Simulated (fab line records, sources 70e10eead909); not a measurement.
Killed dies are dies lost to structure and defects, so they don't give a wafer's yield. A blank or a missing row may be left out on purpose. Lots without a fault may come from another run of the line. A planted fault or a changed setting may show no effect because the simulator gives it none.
fab line records | flow nand_harc
record lots=12 wafers=36 last_day=33
route steps=1302 shown A_CHANNEL_FILL_D1@492 THIN_TSV@1280 END@1302
lots that met no fault: from a run of the same line without faults
start_h: hours from the record's first day to the start of the lot's first wafer shown | wait_h: hours since the lot's step before | " the same as in the row above | L1.1+2: a row that stands for several wafers | - no value, or no start given | * or withheld: withheld | < > ~ a bound
route shown NAME@n: a module of which the file shows steps, and the number in the route of the first | usual: mean/standard deviation of fault-free wafers | same: alike in all rows | chamber/n: place in a boat | sites: the reading at each site | _std_site: their standard deviation | _edge_site: outer sites' mean less inner sites' | radius_mm: how far each site lies from the wafer's centre | mask NAME#n: copy n | behind: the tool/chamber that last shaped the wafer | hold: why the lot was held/for how many hours/how that ended | device: the transistor (n, p or np) that didn't switch | end of line: the same wafers' tests at the end of the route | a step without rows: its recipe alone | killed: dies lost to structure and defects at the first sort, not the wafer's yield | map: a wafer's dies, x killed, . not, _ none there
set.NAME: the setting as run; set.NAME@STEP: as run at that earlier step | model.NAME: the simulator's own value behind a step, which no gauge read
steps of the route over a sample of lots; a table a step, a row a wafer
services: from which hour (start_h, from the record's first day; less than 0 if before it) a tool's chamber was out of use, for how many hours, and why
## steps
# step NHARC_A_CHANNEL_FILL_D1_ALD_02
# recipe target_thk_a=60 pulse_time_s=10 ald_cycles=60 temp_c=300 material=SiO2
# usual heater_power_w=481/45 precursor_pulse_height_rel=0.999/0.022
# columns lot.wafer tool chamber start_h wait_h heater_power_w precursor_pulse_height_rel
L448.2 ald_hk-02 3 187.73 - 527 0.977
L448.1 " 0 " " 508 1.016
L448.5 " 2 " " 476 1.010
L449.2 ald_hk-02 0 193.61 - 519 0.991
L449.1 " 1 " " 423 1.004
L449.5 " 2 " " 490 0.974
L458.3 ald_hk-03 2 287.30 - 373 1.047
L458.1 " 3 " " 502 1.006
L458.2 " 1 " " 512 1.012
L460.2 ald_hk-01 1 306.47 - 457 0.970
L460.4 " 2 " " 401 0.960
L460.6 " 0 " " 495 0.987
L461.1 ald_hk-01 0 316.98 - 496 0.972
L461.2 " 2 " " 400 1.040
L461.6 " 0 " " 487 1.007
L463.4 ald_hk-01 1 331.88 - 446 0.999
L463.2 " 2 " " 406 1.009
L463.5 " 3 " " 532 1.019
L462.3 ald_hk-02 3 335.48 - 527 0.981
L462.6 " 2 " " 486 0.979
L462.5 " 3 " " 526 1.025
L465.2 ald_hk-01 2 351.03 - 405 0.994
L465.3 " 3 " " 521 1.028
L465.6 " 0 " " 493 1.009
L466.3 ald_hk-02 0 364.85 - 539 0.987
L466.1 " 1 " " 451 0.968
L466.5 " 0 " " 539 0.998
L468.4 ald_hk-01 1 394.31 - 456 1.013
L468.1 " 2 " " 406 0.997
L468.5 " 3 " " 525 0.984
L470.4 ald_hk-01 0 408.63 - 489 1.007
L470.5 " 1 " " 456 1.021
L470.6 " 2 " " 401 0.965
L471.4 ald_hk-03 0 417.18 0.1 504 0.993
L471.1 " 1 " " 526 1.009
L471.3 " 2 " " 363 1.035
# step NHARC_THIN_TSV_PRE_CLEAN_54
# recipe time_s=30 temp_c=280 gas=H2/He
# usual heater_power_w=411/36
# columns lot.wafer tool chamber start_h wait_h heater_power_w
L448.1 pvd_sputter-01 - 544.48 0.0 401
L448.2 " - " " 388
L448.5 " - " " 396
L449.1 pvd_sputter-01 - 563.68 0.0 393
L449.2 " - " " 469
L449.5 " - " " 384
L458.3 pvd_sputter-01 - 655.46 0.1 362
L458.1 " - " " 416
L458.2 " - " " 422
L460.4 pvd_sputter-03 - 665.49 0.0 379
L460.2 " - " " 448
L460.6 " - " " 389
L461.1 pvd_sputter-03 - 679.01 0.1 420
L461.2 " - " " 392
L461.6 " - " " 425
L462.3 pvd_sputter-03 - 693.77 0.1 428
L462.6 " - " " 433
L462.5 " - " " 444
L463.2 pvd_sputter-03 - 695.28 0.0 442
L463.4 " - " " 419
L463.5 " - " " 435
L465.2 pvd_sputter-01 - 722.41 0.1 358
L465.3 " - " " 424
L465.6 " - " " 360
L466.1 pvd_sputter-02 - 724.11 0.1 450
L466.3 " - " " 430
L466.5 " - " " 341
L468.1 pvd_sputter-02 - 742.22 0.1 425
L468.4 " - " " 392
L468.5 " - " " 445
L470.4 pvd_sputter-03 - 768.40 0.1 414
L470.5 " - " " 416
L470.6 " - " " 421
L471.3 pvd_sputter-02 - 789.64 0.0 349
L471.4 " - " " 453
L471.1 " - " " 391
# step NHARC_THIN_TSV_CD_MEAS_33
# recipe target_cd_nm=5000 landing_energy_ev=500
# usual cd_nm=5000.3/2.3
# columns lot.wafer tool chamber start_h wait_h cd_nm
L448.1 cd_sem-02 0 545.53 - 4999.1
L448.2 " 0 " " 5000.9
L448.5 " 0 " " 4999.3
L449.1 cd_sem-03 0 564.75 - 5000.5
L449.2 " 0 " " 4997.9
L449.5 " 0 " " 5001.6
L458.1 cd_sem-01 0 656.40 - 5000.5
L458.2 " 0 " " 5000.9
L458.3 " 0 " " 4999.7
L460.2 cd_sem-02 0 666.43 - 5002.1
L460.4 " 0 " " 5002.8
L460.6 " 0 " " 5001.7
L461.1 cd_sem-01 0 680.08 - 5001.9
L461.2 " 0 " " 5000.5
L461.6 " 0 " " 4996.9
L462.3 cd_sem-03 0 694.81 - 4998.3
L462.5 " 0 " " 4999.2
L462.6 " 0 " " 4999.7
L463.2 cd_sem-01 0 696.22 - 5001.6
L463.4 " 0 " " 5000.1
L463.5 " 0 " " 5003.0
L465.2 cd_sem-01 0 723.36 - 5001.3
L465.3 " 0 " " 5000.8
L465.6 " 0 " " 5002.4
L466.1 cd_sem-01 0 725.17 - 5002.8
L466.3 " 0 " " 5003.7
L466.5 " 0 " " 5004.5
L468.1 cd_sem-01 0 743.44 - 5002.5
L468.4 " 0 " " 4996.9
L468.5 " 0 " " 4998.9
L470.4 cd_sem-01 0 769.37 - 5005.0
L470.5 " 0 " " 5002.0
L470.6 " 0 " " 5001.3
L471.1 cd_sem-02 0 790.70 - 4999.1
L471.3 " 0 " " 4996.4
L471.4 " 0 " " 4997.0
# step NHARC_THIN_TSV_DESCUM_35
# recipe time_s=3 o2_flow_sccm=200 ar_flow_sccm=0 bias_power_w=0 chemistry=O2
# usual chamber_pressure_mTorr=60.00/0.056 drypump_motor_current_A=5.86/0.27 o2_flow_sccm=200.0/0.62 oes_product_au=1.005/0.011 rf_vpp_V=57.6/0.99 showerhead_plenum_p_Torr=1.87/0.074 throttle_valve_pct=11.311/0.0095
# columns lot.wafer tool chamber start_h wait_h chamber_pressure_mTorr drypump_motor_current_A o2_flow_sccm oes_product_au rf_hours_counter_h rf_vpp_V showerhead_plenum_p_Torr throttle_valve_pct
L448.1 rie_diel-09 1 545.69 - 60.02 5.71 200.4 1.014 2.2 57.2 2.01 11.320
L448.2 " 3 " " 60.05 6.06 199.1 1.005 2.5 58.8 1.84 11.309
L448.5 " 2 " " 59.97 6.02 198.9 0.997 - 59.4 1.86 11.318
L449.2 rie_diel-09 3 564.91 - 60.01 6.05 200.3 1.002 3.5 56.9 1.84 11.336
L449.1 " 0 " " 60.01 5.98 198.9 1.025 3.7 56.8 1.79 11.323
L449.5 " 3 " " 60.04 6.05 200.3 0.996 - 58.0 1.84 11.310
L458.1 rie_diel-10 1 656.56 - 60.03 5.64 200.2 0.989 4.1 57.7 1.80 11.301
L458.3 " 3 " " 60.08 6.37 200.1 1.010 3.8 58.2 1.95 11.317
L458.2 " 0 " " 59.99 5.82 199.4 1.009 4.0 57.3 1.94 11.311
L460.4 rie_diel-08 3 666.58 - 59.99 5.49 199.8 0.997 4.8 58.3 1.86 11.312
L460.2 " 0 " " 60.04 5.94 200.8 0.988 4.9 58.2 1.85 11.317
L460.6 " 3 " " 59.98 5.51 199.1 0.986 - 58.8 1.86 11.298
L461.2 rie_diel-10 0 680.24 - 59.98 5.82 200.4 1.003 4.5 56.7 1.94 11.304
L461.1 " 2 " " 60.02 5.24 200.6 0.991 4.4 56.3 1.88 11.289
L461.6 " 1 " " 60.09 5.67 200.0 0.994 - 57.4 1.80 11.290
L462.3 rie_diel-08 2 695.01 - 59.99 6.20 199.9 0.986 6.8 57.3 1.80 11.318
L462.5 " 3 " " 60.07 5.50 198.5 0.988 - 58.2 1.86 11.310
L462.6 " 0 " " 59.93 5.93 199.7 0.999 - 58.0 1.85 11.302
L463.2 rie_diel-08 1 696.37 - 59.98 5.84 199.7 0.988 6.9 56.8 1.88 11.310
L463.4 " 0 " " 59.94 5.94 199.5 1.003 7.2 56.7 1.85 11.313
L463.5 " 1 " " 59.88 5.85 200.5 0.991 - 59.2 1.88 11.313
L465.2 rie_diel-09 2 723.54 - 60.04 6.05 199.1 1.017 2.6 57.7 1.86 11.318
L465.3 " 3 " " 59.92 6.07 200.2 1.004 1.7 56.8 1.84 11.293
L465.6 " 1 " " 60.14 5.71 199.9 1.016 - 57.6 2.01 11.297
L466.3 rie_diel-10 1 725.36 - 59.97 5.69 200.3 0.994 6.0 56.8 1.79 11.301
L466.1 " 2 " " 59.96 5.23 200.4 0.992 6.8 58.4 1.88 11.322
L466.5 " 3 " " 60.03 6.35 200.4 1.003 - 56.4 1.95 11.307
L468.1 rie_diel-10 3 743.61 - 60.02 6.34 200.5 1.009 7.2 57.6 1.95 11.313
L468.4 " 0 " " 60.01 5.87 199.5 1.016 6.5 55.8 1.94 11.310
L468.5 " 2 " " 59.92 5.22 200.3 0.996 - 59.1 1.88 11.298
L470.4 rie_diel-09 0 769.52 - 59.95 5.99 200.2 1.036 6.8 58.6 1.79 11.304
L470.5 " 0 " " 60.00 6.00 200.2 1.030 - 56.8 1.79 11.303
L470.6 " 1 " " 60.02 5.65 200.4 1.008 - 58.4 2.01 11.314
L471.1 rie_diel-09 2 790.88 - 59.94 6.02 199.3 1.003 7.3 58.6 1.86 11.309
L471.4 " 3 " " 59.99 6.05 200.1 0.999 7.6 57.7 1.84 11.302
L471.3 " 0 " " 59.99 5.92 199.9 1.019 8.7 57.3 1.79 11.320
# step NHARC_END_SORT_01
# recipe temp_c=25
# usual killed_at_array=55/17 killed_at_other=0.9/1.2 killed_at_periphery=3.7/2.5 killed_dies=59/18 killed_open=3.4/1.9 killed_short=2.6/1.6
# same gross_dies=677
# columns lot.wafer tool chamber start_h wait_h killed_at_array killed_at_other killed_at_periphery killed_dies killed_open killed_short
L448.1 prober-01 0 562.27 2.5 64 1 6 71 7 4
L448.2 prober-01 0 563.06 2.8 55 0 3 58 5 1
L448.5 prober-01 0 565.43 3.7 52 2 1 55 3 5
L449.1 prober-01 0 580.49 2.5 49 1 1 51 2 5
L449.2 prober-01 0 581.28 2.8 44 1 3 48 2 4
L449.5 prober-01 0 583.64 3.6 57 0 4 61 3 6
L458.1 prober-02 0 665.49 2.5 37 0 1 38 2 3
L458.2 prober-02 0 666.30 2.8 30 2 5 37 4 4
L458.3 prober-02 0 667.10 3.1 120 0 3 123 3 1
L460.2 prober-02 0 678.98 2.8 63 0 0 63 2 3
L460.4 prober-02 0 680.62 3.5 64 0 4 68 0 1
L460.6 prober-02 0 682.25 4.1 54 1 6 61 4 0
L461.1 prober-01 0 690.52 2.5 60 2 2 64 1 0
L461.2 prober-01 0 691.32 2.8 67 3 2 72 6 4
L461.6 prober-01 0 694.54 4.0 55 0 1 56 2 2
L463.2 prober-02 0 705.76 2.8 64 0 7 71 5 1
L463.4 prober-02 0 707.38 3.4 42 0 5 47 2 2
L463.5 prober-02 0 708.19 3.7 50 2 13 65 4 2
L462.3 prober-01 0 706.52 3.1 50 0 2 52 4 4
L462.5 prober-01 0 708.10 3.7 46 0 7 53 0 3
L462.6 prober-01 0 708.90 4.0 53 0 3 56 5 1
L466.1 prober-02 0 731.48 2.5 59 0 4 63 6 2
L466.3 prober-02 0 733.09 3.1 54 0 4 58 2 6
L466.5 prober-02 0 734.71 3.7 50 0 4 54 4 4
L465.2 prober-01 0 732.19 2.8 87 0 4 91 3 3
L465.3 prober-01 0 732.99 3.1 65 0 3 68 1 1
L465.6 prober-01 0 735.39 4.0 76 0 4 80 6 2
L468.1 prober-01 0 752.61 2.5 60 0 6 66 4 1
L468.4 prober-01 0 755.00 3.4 28 1 5 34 1 2
L468.5 prober-01 0 755.80 3.7 32 0 2 34 2 1
L470.4 prober-01 0 781.26 3.4 66 1 3 70 4 3
L470.5 prober-01 0 782.07 3.7 70 1 3 74 3 2
L470.6 prober-01 0 782.88 4.1 69 0 5 74 4 5
L471.1 prober-01 0 798.52 2.5 30 0 2 32 3 3
L471.3 prober-01 0 800.12 3.1 34 1 1 36 3 3
L471.4 prober-01 0 800.92 3.4 47 0 1 48 2 4
# killed by level:class
L448.1 A_CHANNEL_HOLE_D2:chamber_film_flake=40 A_CONTACT:chamber_film_flake=9 A_STAIRCASE:chamber_film_flake=4 P_GATE:geometric_particle:open=2 P_CONTACT:geometric_particle:open=1 P_CONTACT:geometric_particle:short=1 A_CHANNEL_FILL_D1:geometric_particle:short=1 A_ONON_D2:geometric_particle:open=1
L448.2 A_CHANNEL_HOLE_D2:chamber_film_flake=32 A_STAIRCASE:chamber_film_flake=8 A_CONTACT:chamber_film_flake=6 A_BLC:geometric_particle:open=2 A_CHANNEL_HOLE_D1:chamber_film_flake=2 P_GATE:geometric_particle:open=1 P_M0:geometric_particle:open=1 A_WL_FILL:chamber_film_flake=1
L448.5 A_CHANNEL_HOLE_D2:chamber_film_flake=30 A_CONTACT:chamber_film_flake=8 A_CHANNEL_FILL_D1:geometric_particle:short=2 A_STAIRCASE:chamber_film_flake=2 A_WL_FILL:chamber_film_flake=2 THIN_TSV:chamber_film_flake=2 A_ONON_D1:geometric_particle:open=1 A_ONON_D2:geometric_particle:short=1
L449.1 A_CHANNEL_HOLE_D1:chamber_film_flake=30 A_CHANNEL_HOLE_D2:chamber_film_flake=5 A_STAIRCASE:chamber_film_flake=4 A_CONTACT:chamber_film_flake=4 A_CHANNEL_FILL_D2:geometric_particle:short=3 P_M0:geometric_particle:short=1 A_SGD_CUT:geometric_particle:short=1 A_WL_FILL:geometric_particle:open=1
L449.2 A_CHANNEL_HOLE_D1:chamber_film_flake=27 A_STAIRCASE:chamber_film_flake=6 A_CHANNEL_HOLE_D2:chamber_film_flake=4 A_CHANNEL_FILL_D1:geometric_particle:short=2 P_GATE:chamber_film_flake=2 P_M0:geometric_particle:short=1 A_ONON_D1:geometric_particle:open=1 A_ONON_D2:geometric_particle:open=1
L449.5 A_CHANNEL_HOLE_D1:chamber_film_flake=36 A_CHANNEL_HOLE_D2:chamber_film_flake=5 A_STAIRCASE:chamber_film_flake=5 A_CONTACT:chamber_film_flake=2 P_M0:geometric_particle:short=1 P_M2:geometric_particle:short=1 A_ONON_D1:geometric_particle:short=1 A_CHANNEL_FILL_D1:geometric_particle:open=1
L458.1 A_CHANNEL_HOLE_D2:chamber_film_flake=20 A_CHANNEL_HOLE_D1:chamber_film_flake=3 A_ZERO_WELL:chamber_film_flake=2 A_STAIRCASE:chamber_film_flake=2 A_CONTACT:chamber_film_flake=2 A_ONON_D2:geometric_particle:short=1 A_CHANNEL_HOLE_D2:geometric_particle:short=1 A_CHANNEL_HOLE_D2:geometric_particle:open=1
L458.2 A_CHANNEL_HOLE_D2:chamber_film_flake=11 A_STAIRCASE:chamber_film_flake=5 P_ZERO_WELL:chamber_film_flake=4 A_CHANNEL_HOLE_D1:chamber_film_flake=4 A_ZERO_WELL:chamber_film_flake=3 A_SGD_CUT:geometric_particle:short=2 P_M0:geometric_particle:short=1 A_DECK1_JOINT:geometric_particle:open=1
L458.3 A_CHANNEL_FILL_D1:unspecified=92 A_CHANNEL_HOLE_D2:chamber_film_flake=10 A_CHANNEL_HOLE_D1:chamber_film_flake=8 A_ZERO_WELL:chamber_film_flake=3 A_SLIT:chamber_film_flake=3 P_CONTACT:geometric_particle:open=1 A_CONTACT:geometric_particle:open=1 A_BLC:geometric_particle:open=1
L460.2 A_CHANNEL_HOLE_D1:chamber_film_flake=32 A_CHANNEL_HOLE_D2:chamber_film_flake=12 A_SGD_CUT:chamber_film_flake=7 A_STAIRCASE:chamber_film_flake=4 A_ONON_D2:geometric_particle:short=1 A_CHANNEL_FILL_D2:geometric_particle:short=1 A_CHANNEL_FILL_D2:geometric_particle:open=1 A_SGD_CUT:geometric_particle:open=1
L460.4 A_CHANNEL_HOLE_D1:chamber_film_flake=36 A_CHANNEL_HOLE_D2:chamber_film_flake=16 A_SLIT:chamber_film_flake=3 A_STAIRCASE:chamber_film_flake=3 P_ZERO_WELL:chamber_film_flake=2 P_CONTACT:chamber_film_flake=2 A_SGD_CUT:chamber_film_flake=2 A_CONTACT:chamber_film_flake=2
L460.6 A_CHANNEL_HOLE_D1:chamber_film_flake=29 A_CHANNEL_HOLE_D2:chamber_film_flake=12 A_STAIRCASE:chamber_film_flake=6 P_CONTACT:chamber_film_flake=4 A_WL_FILL:geometric_particle:open=2 P_M0:geometric_particle:open=1 A_ONON_D1:geometric_particle:open=1 P_ZERO_WELL:chamber_film_flake=1
L461.1 A_CHANNEL_HOLE_D1:chamber_film_flake=33 A_CHANNEL_HOLE_D2:chamber_film_flake=18 A_ZERO_WELL:chamber_film_flake=3 A_STAIRCASE:chamber_film_flake=3 THIN_TSV:chamber_film_flake=2 A_WL_FILL:geometric_particle:open=1 P_ZERO_WELL:chamber_film_flake=1 P_M0:chamber_film_flake=1
L461.2 A_CHANNEL_HOLE_D1:chamber_film_flake=30 A_CHANNEL_HOLE_D2:chamber_film_flake=13 A_CONTACT:chamber_film_flake=5 A_BLC:geometric_particle:open=3 A_BLC:chamber_film_flake=3 A_STAIRCASE:chamber_film_flake=3 THIN_TSV:chamber_film_flake=3 A_SLIT:chamber_film_flake=2
L461.6 A_CHANNEL_HOLE_D1:chamber_film_flake=28 A_CHANNEL_HOLE_D2:chamber_film_flake=15 A_STAIRCASE:chamber_film_flake=4 P_M1:geometric_particle:open=1 A_SOURCE_PLATE:geometric_particle:open=1 A_CHANNEL_HOLE_D1:geometric_particle:short=1 A_DECK1_JOINT:geometric_particle:short=1 A_DECK1_JOINT:chamber_film_flake=1
L463.2 A_SLIT:chamber_film_flake=29 A_CHANNEL_HOLE_D2:chamber_film_flake=13 A_CONTACT:chamber_film_flake=6 A_CHANNEL_HOLE_D1:chamber_film_flake=5 A_STAIRCASE:chamber_film_flake=4 P_CONTACT:chamber_film_flake=3 P_GATE:chamber_film_flake=2 P_M1:geometric_particle:open=1
L462.3 A_CHANNEL_HOLE_D1:chamber_film_flake=31 A_STAIRCASE:chamber_film_flake=5 A_SLIT:chamber_film_flake=3 A_SGD_CUT:geometric_particle:short=2 P_GATE:chamber_film_flake=2 A_ONON_D1:geometric_particle:short=1 A_ONON_D1:geometric_particle:open=1 A_CHANNEL_HOLE_D1:geometric_particle:open=1
L463.4 A_SLIT:chamber_film_flake=15 A_CHANNEL_HOLE_D2:chamber_film_flake=11 A_STAIRCASE:chamber_film_flake=5 P_GATE:chamber_film_flake=3 A_CONTACT:chamber_film_flake=3 A_CHANNEL_HOLE_D1:chamber_film_flake=2 A_CHANNEL_HOLE_D1:geometric_particle:open=1 A_CHANNEL_HOLE_D1:geometric_particle:short=1
L462.5 A_CHANNEL_HOLE_D1:chamber_film_flake=32 P_CONTACT:chamber_film_flake=5 A_CONTACT:chamber_film_flake=4 A_SLIT:chamber_film_flake=2 A_CHANNEL_FILL_D1:chamber_film_flake=2 A_STAIRCASE:chamber_film_flake=2 P_GATE:geometric_particle:short=1 A_DECK1_JOINT:geometric_particle:short=1
L463.5 A_SLIT:chamber_film_flake=13 A_CHANNEL_HOLE_D2:chamber_film_flake=13 A_CHANNEL_HOLE_D1:chamber_film_flake=11 P_CONTACT:chamber_film_flake=7 A_STAIRCASE:chamber_film_flake=5 P_GATE:chamber_film_flake=4 THIN_TSV:chamber_film_flake=2 A_ONON_D1:geometric_particle:open=1
L462.6 A_CHANNEL_HOLE_D1:chamber_film_flake=34 A_CONTACT:chamber_film_flake=5 A_SGD_CUT:geometric_particle:open=3 P_CONTACT:chamber_film_flake=2 A_CHANNEL_HOLE_D2:chamber_film_flake=2 A_CHANNEL_FILL_D2:chamber_film_flake=2 A_SLIT:chamber_film_flake=2 A_ONON_D2:geometric_particle:open=1
L466.1 A_CHANNEL_HOLE_D1:chamber_film_flake=37 A_SLIT:chamber_film_flake=5 A_STAIRCASE:chamber_film_flake=4 A_CHANNEL_FILL_D1:chamber_film_flake=3 A_WL_FILL:geometric_particle:open=2 P_M1:chamber_film_flake=2 A_DECK1_JOINT:chamber_film_flake=2 A_CONTACT:chamber_film_flake=2
L465.2 A_CHANNEL_HOLE_D1:chamber_film_flake=35 A_CHANNEL_HOLE_D2:chamber_film_flake=22 A_BLC:chamber_film_flake=9 A_SLIT:chamber_film_flake=5 A_CONTACT:chamber_film_flake=4 A_CHANNEL_FILL_D2:chamber_film_flake=3 A_STAIRCASE:chamber_film_flake=3 A_ONON_D1:geometric_particle:open=2
L465.3 A_CHANNEL_HOLE_D1:chamber_film_flake=36 A_CHANNEL_HOLE_D2:chamber_film_flake=18 A_BLC:chamber_film_flake=4 A_CONTACT:chamber_film_flake=3 P_M1:chamber_film_flake=2 A_CHANNEL_FILL_D1:geometric_particle:short=1 A_CHANNEL_FILL_D2:geometric_particle:open=1 P_STI:chamber_film_flake=1
L466.3 A_CHANNEL_HOLE_D1:chamber_film_flake=32 A_CONTACT:chamber_film_flake=4 A_SLIT:chamber_film_flake=3 A_CHANNEL_FILL_D2:geometric_particle:short=2 A_WL_FILL:geometric_particle:short=2 P_M1:chamber_film_flake=2 A_CHANNEL_FILL_D1:chamber_film_flake=2 A_DECK1_JOINT:chamber_film_flake=2
L466.5 A_CHANNEL_HOLE_D1:chamber_film_flake=32 A_CONTACT:chamber_film_flake=4 A_DECK1_JOINT:geometric_particle:short=2 A_BLC:chamber_film_flake=2 A_CHANNEL_HOLE_D2:chamber_film_flake=2 P_CONTACT:geometric_particle:open=1 A_CHANNEL_FILL_D1:geometric_particle:open=1 A_DECK1_JOINT:geometric_particle:open=1
L465.6 A_CHANNEL_HOLE_D1:chamber_film_flake=34 A_CHANNEL_HOLE_D2:chamber_film_flake=18 A_CONTACT:chamber_film_flake=9 A_SLIT:chamber_film_flake=3 A_STAIRCASE:chamber_film_flake=3 A_BLC:chamber_film_flake=3 A_DECK1_JOINT:geometric_particle:open=2 P_GATE:geometric_particle:open=1
L468.1 A_SLIT:chamber_film_flake=39 A_CHANNEL_HOLE_D1:chamber_film_flake=8 A_CONTACT:chamber_film_flake=7 P_M1:chamber_film_flake=3 A_CONTACT:geometric_particle:open=2 P_CONTACT:geometric_particle:open=1 A_ONON_D1:geometric_particle:open=1 A_WL_FILL:geometric_particle:short=1
L468.4 A_SLIT:chamber_film_flake=16 A_CHANNEL_HOLE_D1:chamber_film_flake=8 P_M1:chamber_film_flake=4 A_CONTACT:chamber_film_flake=2 P_CONTACT:geometric_particle:open=1 A_WL_FILL:geometric_particle:short=1 STARTING-WAFER:geometric_particle:short=1 A_CHANNEL_HOLE_D2:chamber_film_flake=1
L468.5 A_SLIT:chamber_film_flake=20 A_CHANNEL_HOLE_D1:chamber_film_flake=4 A_CONTACT:chamber_film_flake=4 P_M1:chamber_film_flake=2 A_CHANNEL_FILL_D2:geometric_particle:short=1 A_CHANNEL_FILL_D2:geometric_particle:open=1 A_CONTACT:geometric_particle:open=1 A_CHANNEL_FILL_D2:chamber_film_flake=1
L470.4 A_SLIT:chamber_film_flake=35 A_CHANNEL_HOLE_D2:chamber_film_flake=16 A_CHANNEL_HOLE_D1:chamber_film_flake=5 A_CONTACT:chamber_film_flake=4 P_CONTACT:geometric_particle:open=2 A_ONON_D1:geometric_particle:open=2 A_ONON_D2:geometric_particle:short=2 A_SOURCE_PLATE:geometric_particle:short=1
L470.5 A_CHANNEL_HOLE_D2:chamber_film_flake=26 A_SLIT:chamber_film_flake=19 A_CHANNEL_HOLE_D1:chamber_film_flake=11 A_CONTACT:chamber_film_flake=6 A_DECK1_JOINT:chamber_film_flake=3 P_STI:chamber_film_flake=2 P_BONDPAD:geometric_particle:open=1 A_CHANNEL_FILL_D1:geometric_particle:short=1
L470.6 A_SLIT:chamber_film_flake=31 A_CHANNEL_HOLE_D2:chamber_film_flake=17 A_CHANNEL_HOLE_D1:chamber_film_flake=8 A_ONON_D2:geometric_particle:short=2 A_ONON_D2:geometric_particle:open=2 P_STI:chamber_film_flake=2 A_CONTACT:chamber_film_flake=2 P_GATE:geometric_particle:open=1
L471.1 A_SLIT:chamber_film_flake=18 P_M0:geometric_particle:open=2 A_ONON_D2:geometric_particle:short=2 A_CHANNEL_HOLE_D2:chamber_film_flake=2 A_WL_FILL:chamber_film_flake=2 A_WL_FILL:geometric_particle:short=1 A_M1:geometric_particle:open=1 A_ZERO_WELL:chamber_film_flake=1
L471.3 A_SLIT:chamber_film_flake=20 A_WL_FILL:geometric_particle:short=2 A_CHANNEL_HOLE_D1:chamber_film_flake=2 A_STAIRCASE:chamber_film_flake=2 A_WL_FILL:chamber_film_flake=2 P_M0:geometric_particle:open=1 A_CHANNEL_FILL_D1:geometric_particle:short=1 A_CHANNEL_FILL_D2:geometric_particle:open=1
L471.4 A_SLIT:chamber_film_flake=32 A_CONTACT:chamber_film_flake=5 A_CHANNEL_HOLE_D1:geometric_particle:short=2 A_CHANNEL_HOLE_D2:chamber_film_flake=2 A_CHANNEL_FILL_D1:geometric_particle:open=1 A_CHANNEL_FILL_D1:geometric_particle:short=1 A_CHANNEL_FILL_D2:geometric_particle:open=1 A_WL_FILL:geometric_particle:short=1
## services
# columns tool chamber start_h hours kind
pvd_sputter-03 - 170.00 10.0 pm
rie_diel-09 2 229.26 5.5 repair
pvd_sputter-03 - 269.39 4.9 repair
rie_diel-09 2 295.44 3.9 repair
ald_hk-01 - 296.21 10.0 pm
rie_diel-09 - 320.31 9.0 pm
pvd_sputter-03 - 345.06 2.3 repair
pvd_sputter-03 - 348.00 10.0 pm
pvd_sputter-03 - 385.20 3.8 repair
pvd_sputter-03 - 448.16 3.1 repair
ald_hk-01 - 474.21 10.0 pm
rie_diel-09 - 491.30 1.5 repair
rie_diel-09 - 497.31 9.0 pm
rie_diel-09 - 517.32 0.3 repair
pvd_sputter-03 - 526.00 10.0 pm
rie_diel-09 3 533.60 1.4 repair
pvd_sputter-03 - 554.89 0.7 repair
pvd_sputter-03 - 590.50 1.5 repair
rie_diel-09 2 624.18 10.4 repair
rie_diel-09 2 644.35 24.0 repair
ald_hk-01 - 652.21 10.0 pm
rie_diel-09 - 674.31 9.0 pm
rie_diel-09 3 695.57 12.7 repair
pvd_sputter-03 - 704.00 10.0 pm
## key
first_sign step=NHARC_END_SORT_01 reading=killed_at_array direction=up sigmas=3.8 usual=55 struck=120
effect step=NHARC_END_SORT_01 reading=killed_dies direction=up sigmas=3.6 usual=59 struck=123
more_kills_born_at NHARC_A_CHANNEL_FILL_D1_ALD_02@ald_hk-03=92
met_at NHARC_A_CHANNEL_FILL_D1_ALD_02
struck_lots L458
struck_wafers L458.3
tester_left_out L458
not_acting_at NHARC_THIN_TSV_PRE_CLEAN_54,NHARC_THIN_TSV_CD_MEAS_33,NHARC_THIN_TSV_DESCUM_35
fault kind=chamber_particle_source tool=ald_hk-03 chamber=2 onset_h=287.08 steps=NHARC_A_CHANNEL_FILL_D1_ALD_02 rate_per_visit_cm2=1.1303 end_h=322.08
# tester_left_out: of these lots the tester's yield and bins aren't shown, on N5 and GAA mostly nor the transistor test; their killed dies are dies lost to structure and defects alone, not to doping, threshold or leakage, so they don't give the yield
